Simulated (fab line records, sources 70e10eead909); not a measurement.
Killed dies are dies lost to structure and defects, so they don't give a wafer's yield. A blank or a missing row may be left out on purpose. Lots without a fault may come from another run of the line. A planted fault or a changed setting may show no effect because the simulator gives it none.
One fault seen from 2 desks | flow nand_harc | each desk has only its own numbers; what lay behind them comes last

THE TOOL OWNER'S DESK: rie_metal-01
The tool's own readings at NHARC_THIN_TSV_ETCH_36 (etches the open film in Cl2/BCl3, target depth 65 nm, time 18.571 s): means of the sampled wafers that have a number, for each lot that ran on this tool. A lot is out of limits, marked OUT, if its mean lies more than 4 standard deviations from the usual mean; the brackets give that distance.
Columns: A = chamber_pressure_mTorr at NHARC_THIN_TSV_ETCH_36, usual 10.001 mTorr; B = drypump_motor_current_A at NHARC_THIN_TSV_ETCH_36, usual 5.5 A; C = oes_product_au at NHARC_THIN_TSV_ETCH_36, usual 1.002 a.u.
lot  | first seen here | A      | B   | C
L638 | day 25 13:23    | 9.998  | 5.7 | 1.005
L639 | day 25 21:50    | 9.996  | 5.8 | 1.001
L641 | day 26 12:55    | 9.997  | 5.5 | 0.998
L643 | day 27 15:19    | 10.009 | 5.5 | 0.944 (-6.4) OUT
L655 | day 32 18:32    | 10.003 | 5.7 | 1.011
L657 | day 33 10:41    | 9.985  | 5.8 | 1.007
This desk's finding: out of limits on L643; first on L643, day 27 15:19 (oes_product_au at NHARC_THIN_TSV_ETCH_36). In limits: L638, L639, L641, L655, L657.

THE METROLOGY DESK
What the gauges read, lot by lot, whatever tool the lot ran on: means of the sampled wafers that have a number. A lot is out of limits, marked OUT, if its mean lies more than 4 standard deviations from the usual mean; the brackets give that distance.
Columns: A = overlay_x_nm at NHARC_HYBRID_BOND_OVL_MEAS_05, usual 2 nm; B = overlay_y_nm at NHARC_HYBRID_BOND_OVL_MEAS_05, usual 1 nm
lot  | first seen here | A   | B
L635 | day 24 07:16    | -47 | 13
L636 | day 24 07:16    | -14 | -6
L638 | day 25 04:10    | -19 | -27
L639 | day 25 11:25    | 28  | 24
L641 | day 26 03:58    | 20  | 3
L643 | day 27 05:58    | 23  | 28
L646 | day 27 16:59    | -14 | 39
L652 | day 30 21:24    | 16  | -21
L653 | day 31 03:52    | 8   | 12
L654 | day 32 03:14    | 3   | -5
L655 | day 32 09:35    | 24  | 2
L656 | day 32 13:02    | -46 | 5
L657 | day 33 00:16    | -6  | -25
This desk's finding: nothing out of limits on any of the 13 lots.

PUT TOGETHER
The tool owner's desk could have raised an alarm at day 27 15:19, on L643.
The metrology desk saw nothing out of limits.
The metrology desk has L643 on record, within its limits.
Of the lots named, all ran NHARC_THIN_TSV_ETCH_36 on rie_metal-01.

WHAT THE SIMULATOR HAD PUT IN
Process parameter drift: rie_metal-01, from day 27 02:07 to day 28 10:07, at NHARC_THIN_TSV_ETCH_36. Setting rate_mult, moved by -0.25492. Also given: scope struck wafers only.
Lots struck among those shown: L643.
Hours from the fault's start to each desk's first reading out of limits: the tool owner's desk, 13.
